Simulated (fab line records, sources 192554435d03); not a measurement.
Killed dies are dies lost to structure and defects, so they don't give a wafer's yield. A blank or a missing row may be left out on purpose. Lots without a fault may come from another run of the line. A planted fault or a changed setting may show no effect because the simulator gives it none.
Which tool did it? | flow n5_finfet | 12 lots, 36 wafers sampled, at 4 steps of a route of 1938

WHAT THE GAUGES READ, wafer by wafer
N5_BEOL_M5_CD_MEAS_28: target cd 30.6 nm, target cd y 20 nm.
lot  | measured     | on        | cd_nm (nm)
L471 | day 8 06:07  | cd_sem-01 | 30.81 30.93 30.85
L472 | day 8 23:52  | cd_sem-01 | 30.26 30.15 30.50
L473 | day 9 16:45  | cd_sem-02 | 30.21 30.64 30.36
L476 | day 9 16:34  | cd_sem-03 | 30.58 30.80 31.12
L474 | day 9 21:23  | cd_sem-02 | 30.40 30.54 30.52
L478 | day 9 23:26  | cd_sem-02 | 30.54 30.65 30.06
L481 | day 11 07:23 | cd_sem-02 | 30.27 30.35 30.26
L483 | day 12 00:58 | cd_sem-03 | 30.37 30.68 30.58
L484 | day 12 00:55 | cd_sem-01 | 30.91 30.45 30.27
L485 | day 12 17:59 | cd_sem-01 | 30.71 30.57 30.53
L487 | day 12 19:55 | cd_sem-02 | 30.88 30.78 30.97
L491 | day 14 00:52 | cd_sem-01 | 30.45 30.38 30.42

WHICH TOOL RAN EACH LOT (tool, then ch and the chambers of the sampled wafers, then the start)
lot  | N5_BEOL_M4_ANNEAL_89         | N5_BEOL_M4_SPUTTER_92        | N5_BEOL_M5_COAT_66
L471 | pvd_sputter-01, day 7 21:18  | pvd_sputter-01, day 7 21:40  | litho_track-05 ch 0, day 8 05:43
L472 | pvd_sputter-01, day 8 16:37  | pvd_sputter-01, day 8 16:59  | litho_track-04 ch 0, day 8 23:36
L473 | pvd_sputter-02, day 9 10:23  | pvd_sputter-02, day 9 10:44  | litho_track-05 ch 0, day 9 16:10
L476 | pvd_sputter-01, day 9 10:55  | pvd_sputter-01, day 9 11:17  | litho_track-01 ch 0, day 9 16:10
L474 | pvd_sputter-01, day 9 14:49  | pvd_sputter-01, day 9 15:10  | litho_track-01 ch 0, day 9 21:07
L478 | pvd_sputter-03, day 9 16:15  | pvd_sputter-03, day 9 16:37  | litho_track-01 ch 0, day 9 23:02
L481 | pvd_sputter-02, day 10 23:44 | pvd_sputter-02, day 11 00:05 | litho_track-04 ch 0, day 11 07:07
L483 | pvd_sputter-03, day 11 15:55 | pvd_sputter-03, day 11 16:16 | litho_track-05 ch 0, day 12 00:35
L484 | pvd_sputter-01, day 11 19:08 | pvd_sputter-01, day 11 19:30 | litho_track-04 ch 0, day 12 00:29
L485 | pvd_sputter-01, day 12 10:37 | pvd_sputter-01, day 12 10:59 | litho_track-04 ch 0, day 12 17:41
L487 | pvd_sputter-03, day 12 11:21 | pvd_sputter-03, day 12 11:43 | litho_track-04 ch 0, day 12 19:29
L491 | pvd_sputter-02, day 13 16:10 | pvd_sputter-02, day 13 16:32 | litho_track-05 ch 0, day 14 00:35
- N5_BEOL_M4_ANNEAL_89: time 240 s.
- N5_BEOL_M4_SPUTTER_92: material Cu, target thk 4.5 nm, time 8.29 s.
- N5_BEOL_M5_COAT_66: time 60 s, resist thk 12 nm.

WHAT THE TOOLS THEMSELVES READ (means of the sampled wafers that have a number; where no wafer has one, the mark that the record gives instead)
N5_BEOL_M4_ANNEAL_89.
lot  | tool           | heater_power_w (W) | susceptor_temp_C_max
L471 | pvd_sputter-01 | 832                | 400.6
L472 | pvd_sputter-01 | 786                | 401.0
L473 | pvd_sputter-02 | 836                | 401.0
L476 | pvd_sputter-01 | 713                | 400.6
L474 | pvd_sputter-01 | 784                | 400.8
L478 | pvd_sputter-03 | 806                | 400.8
L481 | pvd_sputter-02 | 847                | 401.0
L483 | pvd_sputter-03 | 871                | 401.2
L484 | pvd_sputter-01 | 764                | 401.3
L485 | pvd_sputter-01 | 779                | 400.8
L487 | pvd_sputter-03 | 831                | 401.2
L491 | pvd_sputter-02 | 840                | 400.9

N5_BEOL_M4_SPUTTER_92.
lot  | tool           | throttle_valve_pct (%)
L471 | pvd_sputter-01 | 30.4
L472 | pvd_sputter-01 | 29.9
L473 | pvd_sputter-02 | 31.5
L476 | pvd_sputter-01 | 28.8
L474 | pvd_sputter-01 | 29.7
L478 | pvd_sputter-03 | 29.1
L481 | pvd_sputter-02 | 30.6
L483 | pvd_sputter-03 | 29.5
L484 | pvd_sputter-01 | 29.6
L485 | pvd_sputter-01 | 30.0
L487 | pvd_sputter-03 | 29.8
L491 | pvd_sputter-02 | 29.8

N5_BEOL_M5_COAT_66.
lot  | tool           | exhaust_pa (Pa) | spin_speed_rpm (rpm)
L471 | litho_track-05 | 44.0            | 1499.9
L472 | litho_track-04 | 44.9            | 1499.4
L473 | litho_track-05 | 45.3            | 1500.3
L476 | litho_track-01 | 45.4            | 1499.8
L474 | litho_track-01 | 46.0            | 1499.8
L478 | litho_track-01 | 44.7            | 1499.5
L481 | litho_track-04 | 44.6            | 1499.5
L483 | litho_track-05 | 45.3            | 1500.8
L484 | litho_track-04 | 45.2            | 1625.4
L485 | litho_track-04 | 45.2            | 1626.2
L487 | litho_track-04 | 44.3            | 1625.6
L491 | litho_track-05 | 46.0            | 1499.9

THE ANSWER, worked out from the rows above alone
Rule: what is usual is taken from the lots themselves. Put in order of their means at a reading, lots are off if they are a third of the lots or fewer, leave a main group of 4 or more, and stand apart from it by a gap of 3 or more times the standard deviation of the main group's means; of several such gaps the widest counts. A main group whose means are all the same, to the digits that the tables above print for the reading, isn't used. A lot without any number at a reading at which 4 lots or more have one is off too. The other lots that the step has rows for count as sound. The gauges are gone through in route order, then the tools' own readings, and for those a lot's mean is taken as printed above. The first step at which some lot is off is used, and at that step the reading that is off furthest; a lot without a number counts as furthest.
Off: L484, L485, L487, at N5_BEOL_M5_COAT_66 (spin_speed_rpm). The main group: mean 1499.9 rpm, standard deviation 0.42.
A tool fits if, at that step or a process step before it, it ran every lot that is off, and no sound lot after the first of them. One fits: litho_track-04 at N5_BEOL_M5_COAT_66. Its last sound lot is L481 (day 11 07:07), its first lot that is off L484 (day 12 00:29): a fault that began between those two fits.
The tool's own readings at N5_BEOL_M5_COAT_66 bear it out: on the lots that are off they differ by more than 5 times the standard deviation of the sound lots' means. spin_speed_rpm reads 1625.7 rpm there against 1499.9 rpm on the sound lots.

WHAT THE SIMULATOR HAD PUT IN
Process parameter drift: litho_track-04, from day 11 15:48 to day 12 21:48, at N5_BEOL_M5_COAT_66. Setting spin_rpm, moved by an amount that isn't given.
Lots struck among those shown: L484, L485, L487. The rule above found the same.
